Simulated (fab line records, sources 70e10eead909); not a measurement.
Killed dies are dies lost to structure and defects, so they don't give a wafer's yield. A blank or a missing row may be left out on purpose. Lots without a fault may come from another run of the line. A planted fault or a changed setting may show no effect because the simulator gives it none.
Problem report in the 8D (eight disciplines) form, filled by code | flow nand_harc | the parts of the form that need people (team, actions taken, sign-off) are left out

1. THE PROBLEM
killed_at_array at NHARC_END_SORT_01 reads a mean of 97 on 6 wafers of 2 lots; wafers without a fault read 27 with a standard deviation of 11. That is +6.4 standard deviations from the usual mean.
First seen on wafer L249.1, day 22 05:56, on prober-01. The record holds 6 wafers of 2 lots with a number at this step. Rule for "out", or "out of limits": more than 4 standard deviations from the usual mean. The other wafers with a number count as sound.

2. WHAT IT IS AND WHAT IT IS NOT
question                    | is                           | is not
which readings at this step | killed_at_array, killed_dies | killed_at_other, killed_at_periphery, killed_open, killed_short
which lots                  | L249, L252                   | -
which wafers of those lots  | all that have a number       | -
read on which gauges        | prober-01, prober-02         | -
when                        | from day 22 05:56            | up to then (0 sound wafers)

3. SUSPECTS, AND WHAT RULES EACH OUT
Counting: a tool at a process step up to the reading stays a suspect if it ran every lot that is out and no sound lot after the first of them.
- the gauge at NHARC_END_SORT_01: ruled out. The wafers that are out were read on 2 gauges (prober-01, prober-02).
- pecvd_onon-04 at NHARC_A_ONON_D1_DEP_03 (target thk 1000 nm): kept. It ran every lot that is out, first L249 (day 10 16:20), and no sound lot after that.
Left after counting: pecvd_onon-04 at NHARC_A_ONON_D1_DEP_03.

4. THE CAUSE (what the simulator had put in)
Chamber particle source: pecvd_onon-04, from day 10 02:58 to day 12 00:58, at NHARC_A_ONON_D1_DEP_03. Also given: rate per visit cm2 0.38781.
Counting left only this tool.

5. THE CHAIN OF EFFECTS, in route order
Each row: a reading whose mean over the struck wafers that have a number lies more than 3 standard deviations from the usual. Only readings for which the record gives a usual standard deviation are gone through. hours: the time from each lot's start at the first step in this table that gives one to its start at this step, as a median over the lots. sigmas: the change in usual standard deviations.
hours | step              | reading         | usual | on struck wafers | change | sigmas
0     | NHARC_END_SORT_01 | killed_at_array | 27    | 97               | +70    | +6.4
0     | NHARC_END_SORT_01 | killed_dies     | 32    | 100              | +68    | +6.2

6. WHAT WOULD HAVE CAUGHT IT SOONER
In this record the first reading out of limits at a measuring or inspecting step was taken at day 22 05:56, 291 hours after the fault began at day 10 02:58.
Of the tool readings at NHARC_A_ONON_D1_DEP_03 for which the record gives a usual standard deviation, none was out on any struck wafer, so an alarm limit of 4 standard deviations on them would not have fired.
All the lots that are out (2) had begun NHARC_A_ONON_D1_DEP_03 on pecvd_onon-04 by day 22 05:56. A hold on the tool at that time would have spared none of them.
